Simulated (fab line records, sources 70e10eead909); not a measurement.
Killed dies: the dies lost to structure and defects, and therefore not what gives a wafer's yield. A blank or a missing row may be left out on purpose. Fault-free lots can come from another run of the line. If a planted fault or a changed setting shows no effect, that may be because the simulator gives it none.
Chamber matching	flow nand_harc	NHARC_A_CHANNEL_FILL_D2_ETCHBACK_19 on rie_si-05 has 4 sister chambers
The step etches the open film in HBr/Cl2, target depth 5 nm, time 1.7 s. 14 wafers are shown with their chamber, then 7 later ones without.

== WAFERS PAIRED WITH THEIR CHAMBERS ==
wafer	chamber	drypump_motor_current_A (A)	oes_product_au (a.u.)	throttle_valve_pct (%)
L076.2	1	6.0	1.006	26.406
L076.5	1	6.0	1.004	26.417
L076.6	0	5.7	0.981	26.402
L078.3	0	5.7	0.978	26.401
L078.4	2	6.6	1.008	26.396
L078.6	1	6.0	0.992	26.390
L080.1	1	6.0	0.992	26.409
L080.3	3	5.5	0.978	26.415
L080.5	3	5.5	0.986	26.404
L082.1	3	5.5	0.993	26.411
L082.2	1	6.0	1.002	26.406
L082.5	1	6.0	0.989	26.404
L089.1	2	6.6	1.007	26.411
L089.3	1	6.1	1.006	26.403

SIGNATURES (averages over the wafers above)
reading	chamber 0	chamber 1	chamber 2	chamber 3	scatter within a chamber
drypump_motor_current_A	5.700	6.014	6.600	5.500	0.0293
oes_product_au	0.97950	0.99871	1.00750	0.98567	0.00669
throttle_valve_pct	26.40150	26.40500	26.40350	26.41000	0.00753
Rule: a wafer lies at a distance from a chamber equal to the root of the sum of squares, over the readings, of (its reading less the chamber's mean, divided by the reading's scatter). The wafer belongs to the nearest chamber; if the next one is less than 2 further off, it can't be placed. How the scatter is found: for the shown wafers, subtract from each reading the mean of its chamber, square and add these, divide the total by (wafers less chambers), then take the root.

== WAFERS MISSING THEIR CHAMBER ==
wafer	drypump_motor_current_A (A)	oes_product_au (a.u.)	throttle_valve_pct (%)
L089.6	6.0	1.005	26.408
L096.2	6.6	1.011	26.397
L096.3	6.6	1.000	26.412
L096.4	5.5	0.999	26.406
L097.1	5.5	1.011	26.415
L097.2	5.7	0.991	26.408
L097.5	5.7	0.988	26.412

== EACH ONE'S CHAMBER ==
wafer	from the rows above	in truth
L089.6	1	1
L096.2	2	2
L096.3	2	2
L096.4	3	3
L097.1	3	3
L097.2	0	0
L097.5	0	0
Correct placement for 7 of the 7. Not placeable from these rows: 0. 0 placed wrongly.
